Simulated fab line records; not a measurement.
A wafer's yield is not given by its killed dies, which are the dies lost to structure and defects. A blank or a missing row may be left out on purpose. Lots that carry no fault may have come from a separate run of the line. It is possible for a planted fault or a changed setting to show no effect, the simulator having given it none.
Comparing a struck lot with a sound one | flow n5 finfet | 16 steps out of a route of 1938
Sound: wafers L145.1, L145.3, L145.6. Struck: wafers L153.1, L153.5. (L153.4 of the same lot was not struck and is left out.) The cause comes at the end.
Each step with rows lists, per side, the tool, then ch with its chambers, then its first start. Under that, the readings that differ: sound wafers | struck wafers | difference of the means | sigmas: that difference in standard deviations of wafers without a fault.
alike: readings whose means differ by less than 2 such deviations, and words and numbers that are the same on both sides. not compared: withheld readings, readings that some wafer has no value for, bounds like >300 that may hide the same value, and numbers for which the record gives no deviation and whose values overlap.
Wherever a step has rows on one side only, a row that says differs or no value, or a row with sigmas, the two part there. Numbers that have no deviation but don't overlap get no sigmas and don't part them. Lack of a reading on every wafer of one side parts them only where that side has two or more wafers.

first, 2 steps without rows for these wafers: N5_DUMMY_GATE_STRIP_38 (strips in N2/H2); N5_DUMMY_GATE_STRIP_39 (strips in N2/H2).
N5_DUMMY_GATE_TRIM_49: chemistry O2, time 29 s, target cd 14 nm.
  sound on rie si-05 ch 0,3, day 4 09:52; struck on rie si-03 ch 1,2, day 6 11:28
  alike: drypump motor current A, oes product au, throttle valve pct
  not compared: rf hours counter h
then, 1 step without rows for these wafers: N5_DUMMY_GATE_STRIP_40 (strips in CF4).
N5_DUMMY_GATE_CD_MEAS_50: target cd 14 nm.
  sound on cd sem-01, day 4 10:07; struck on cd sem-01, day 6 11:37
  alike: cd nm
N5_DUMMY_GATE_ETCH_31: etches SiO2 in C4F6/O2, target depth 82.5 nm, time 27.5 s.
  sound on rie diel-02 ch 0,1,3, day 4 10:10; struck on rie diel-06 ch 0,2, day 6 11:40
  alike: bias w, drypump motor current A, oes product au, rf vpp V, showerhead plenum p Torr, throttle valve pct
  not compared: rf hours counter h
then, 1 step without rows for these wafers: N5_DUMMY_GATE_STRIP_41 (strips in O2).
N5_DUMMY_GATE_HM_OPEN_21: chemistry CH3F/O2, target SiNx, target depth 120 nm, time 171.4 s.
  sound on rie diel-02 ch 0,1,3, day 4 10:14; struck on rie diel-06 ch 0,2, day 6 11:45
  alike: CH3F_flow_sccm, drypump motor current A, oes product au, rf vpp V, showerhead plenum p Torr, throttle valve pct
  not compared: rf hours counter h
N5_DUMMY_GATE_ETCH_32: etches SiO2 in CF4, target depth 3.5 nm, time 3.9 s.
  sound on rie si-05 ch 0,1,3, day 4 10:24; struck on rie si-04 ch 2,3, day 6 11:55
  alike: bias w, cf4 flow sccm, drypump motor current A, oes product au, throttle valve pct
  not compared: rf hours counter h
then, 2 steps without rows for these wafers: N5_DUMMY_GATE_ETCH_23 (etches poly-Si in HBr/Cl2/O2, target depth 41 nm, time 22.3 s); N5_DUMMY_GATE_ETCH_44 (etches poly-Si in HBr/O2, stops on SiO2, target depth 127.5 nm).
N5_DUMMY_GATE_CD_MEAS_24: target cd 15 nm.
  sound on cd sem-01, day 4 10:36; struck on cd sem-02, day 6 12:07
  alike: cd nm
N5_DUMMY_GATE_ETCH_42: etches SiO2 in CHF3/O2, target depth 3.5 nm, time 31 s.
  sound on rie diel-03 ch 0,3, day 4 10:46; struck on rie diel-02 ch 1, day 6 12:09
  reading                  | sound             | struck      | difference | sigmas
  bias w (W)               | 11.98 11.96 11.97 | 9.32 9.27   | -2.68      | -67
  rf vpp V (V)             | 41.9 42.1 41.3    | 33.8 33.7   | -8.0       | -9
  throttle valve pct (%)   | 18.81 18.71 18.81 | 18.32 18.33 | -0.45      | -2
  model.etch.depth nm (nm) | 3.585 3.518 3.577 | 3.482 3.446 | -0.096     |
  alike: drypump motor current A, oes product au, showerhead plenum p Torr
  not compared: rf hours counter h
N5_DUMMY_GATE_STRIP_48: strips in N2/H2, time 20 s.
  sound on rie diel-03 ch 0,3, day 4 10:49; struck on rie diel-02 ch 1, day 6 12:12
  reading                | sound             | struck      | difference | sigmas
  throttle valve pct (%) | 12.34 12.22 12.36 | 11.92 11.92 | -0.39      | -2
  alike: drypump motor current A, oes product au, rf vpp V, showerhead plenum p Torr
  not compared: rf hours counter h
-- record jumps: 6 days separate the struck wafers' starts on either side; left off in module DUMMY_GATE, taken up again in module BEOL_M4, whose first shown step is the route's number 1111 --
N5_BEOL_M4_RC_MEAS_101:
  sound on prober-01 ch 0, day 9 15:13; struck on prober-02 ch 0, day 12 03:48
  alike: DIBL_N, DIBL_P, IOFF_N, IOFF_P, ION_N, ION_P, SS_N, SS_P, VT_N, VT_P
-- a jump in the record: the struck wafers' starts before and after are 4 days apart (it breaks off in module BEOL_M4 and resumes in module PASSIVATION, where the first step shown is number 1936 of the route) --
N5_PASSIVATION_PROBE_49:
  only the struck wafers here have rows in the record (prober-02, day 16 10:45); the sound ones have none

== WHERE THEY PART ==
Last at N5_PASSIVATION_PROBE_49 as far as this record goes, first at N5_DUMMY_GATE_ETCH_42.

WHY: what had been put in by the simulator
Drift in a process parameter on rie diel-02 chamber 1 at N5_DUMMY_GATE_ETCH_42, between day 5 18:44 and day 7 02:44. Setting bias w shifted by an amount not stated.
